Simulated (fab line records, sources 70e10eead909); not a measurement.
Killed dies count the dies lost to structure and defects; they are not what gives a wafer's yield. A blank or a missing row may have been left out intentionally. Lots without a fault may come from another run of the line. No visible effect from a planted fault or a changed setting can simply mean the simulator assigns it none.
Chamber matching | flow nandHarc | 4 sister chambers for NHARC_A_STAIRCASE_ALD_415 on aldHk-04
The step deposits SiO2, target thk 30 nm, pulse time 6 s, ald cycles 300. 16 wafers are shown with their chamber, then 8 later ones without.

== WAFERS, EACH WITH ITS CHAMBER ==
wafer  | chamber | heaterPowerW (W) | precursorPulseHeightRel
L077.1 | 2       | 452              | 0.991
L077.2 | 0       | 472              | 1.010
L077.4 | 3       | 454              | 0.955
L077.3 | 1       | 501              | 0.965
L077.5 | 2       | 448              | 0.996
L077.6 | 3       | 456              | 1.019
L079.1 | 1       | 510              | 0.987
L079.2 | 0       | 467              | 1.006
L079.4 | 3       | 454              | 0.971
L079.3 | 2       | 456              | 1.007
L079.5 | 2       | 454              | 0.957
L079.6 | 1       | 497              | 1.019
L090.1 | 2       | 441              | 1.002
L090.3 | 1       | 507              | 1.009
L090.4 | 3       | 465              | 0.990
L091.2 | 2       | 417              | 1.005

SIGNATURES, as means of the wafers listed above
reading                 | chamber 0 | chamber 1 | chamber 2 | chamber 3 | scatter within a chamber
heaterPowerW            | 469.50    | 503.75    | 444.67    | 457.25    | 10.2
precursorPulseHeightRel | 1.00800   | 0.99500   | 0.99300   | 0.98375   | 0.0219
Rule: a wafer lies at a distance from a chamber equal to the root of the sum of squares, over the readings, of (its reading less the chamber's mean, divided by the reading's scatter). If the next closest chamber is less than 2 further off than the closest, the wafer can't be placed; otherwise it belongs to the closest. The scatter: the root of (the sum of the squares of (reading less its chamber's mean) over the shown wafers, divided by (wafers less chambers)).

== WAFERS WITH NO CHAMBER GIVEN ==
wafer  | heaterPowerW (W) | precursorPulseHeightRel
L091.3 | 463              | 0.975
L091.6 | 467              | 1.004
L093.2 | 475              | 0.989
L093.3 | 503              | 1.000
L093.6 | 469              | 0.998
L094.1 | 495              | 0.955
L094.3 | 423              | 0.996
L094.4 | 452              | 1.003

== EACH ONE'S CHAMBER ==
wafer  | from the rows above               | in truth
L091.3 | can't be placed: 3 or 0 or 2      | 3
L091.6 | can't be placed: 0 or 3 or 2      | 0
L093.2 | can't be placed: 0 or 3 or 1 or 2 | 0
L093.3 | 1                                 | 1
L093.6 | can't be placed: 0 or 3 or 2      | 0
L094.1 | can't be placed: 1 or 0 or 3      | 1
L094.3 | can't be placed: 2 or 3           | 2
L094.4 | can't be placed: 2 or 3 or 0      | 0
Correct placement for 1 of the 8. Cannot be placed on the basis of these rows: 7; the candidates contain the true chamber in 7. 0 placed wrongly.
